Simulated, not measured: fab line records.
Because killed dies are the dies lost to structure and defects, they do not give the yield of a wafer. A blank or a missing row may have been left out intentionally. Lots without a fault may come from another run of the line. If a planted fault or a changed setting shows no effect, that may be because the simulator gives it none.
Which of the tools did it? | flow n5 finfet | 6 lots with 18 wafers sampled at 2 steps, on a route of 1938 steps

WHAT THE GAUGES SHOWED, per wafer
N5_PASSIVATION_CD_MEAS_10: the cd target is 3000 nm.
lot  | measured     | on        | cd nm (nm)
L507 | day 12 04:52 | cd sem-01 | 2995.6 2998.2 2998.0
L509 | day 12 09:01 | cd sem-01 | 3001.7 3001.3 2996.9
L514 | day 13 19:02 | cd sem-02 | 2994.2 2998.9 3000.1
L523 | day 16 05:57 | cd sem-03 | 2999.9 2999.4 2997.2
L525 | day 16 17:46 | cd sem-01 | 3005.5 3002.0 3004.3
L528 | day 17 14:55 | cd sem-01 | 3002.4 2999.5 3004.4

WHAT TOOL EACH LOT RAN ON (gives the tool, then ch and the chambers of the sampled wafers, and finally the start)
lot  | N5_DUMMY_REMOVAL_PRECLEAN_04
L507 | wet bench-04 ch 1,4,7, day 4 09:04
L509 | wet bench-04 ch 4,6,7, day 4 21:19
L514 | wet bench-04 ch 0,5,6, day 6 01:10
L523 | wet bench-04 ch 2,3,7, day 8 04:10
L525 | wet bench-06 ch 0,1,4, day 8 16:41
L528 | wet bench-06 ch 2,4,6, day 9 11:38
- N5_DUMMY_REMOVAL_PRECLEAN_04: cleans in DHF, time 37 s.

THE ANSWER, worked out from the rows above alone
Rule: the usual values come from the lots themselves. Put in order of their means at a reading, lots are off if they are a third of the lots or fewer, leave a main group of 4 or more, and stand apart from it by a gap of 3 or more times the standard deviation of the main group's means; of several such gaps the widest counts. Not used: any main group whose means are identical at the precision the tables above print for the reading. Also off: a lot with no number at a reading for which 4 or more lots have one. All remaining lots with rows at the step are treated as sound.
No lot is off at any reading shown: from this, nothing can be told.

WHAT HAD BEEN PUT IN BY THE SIMULATOR
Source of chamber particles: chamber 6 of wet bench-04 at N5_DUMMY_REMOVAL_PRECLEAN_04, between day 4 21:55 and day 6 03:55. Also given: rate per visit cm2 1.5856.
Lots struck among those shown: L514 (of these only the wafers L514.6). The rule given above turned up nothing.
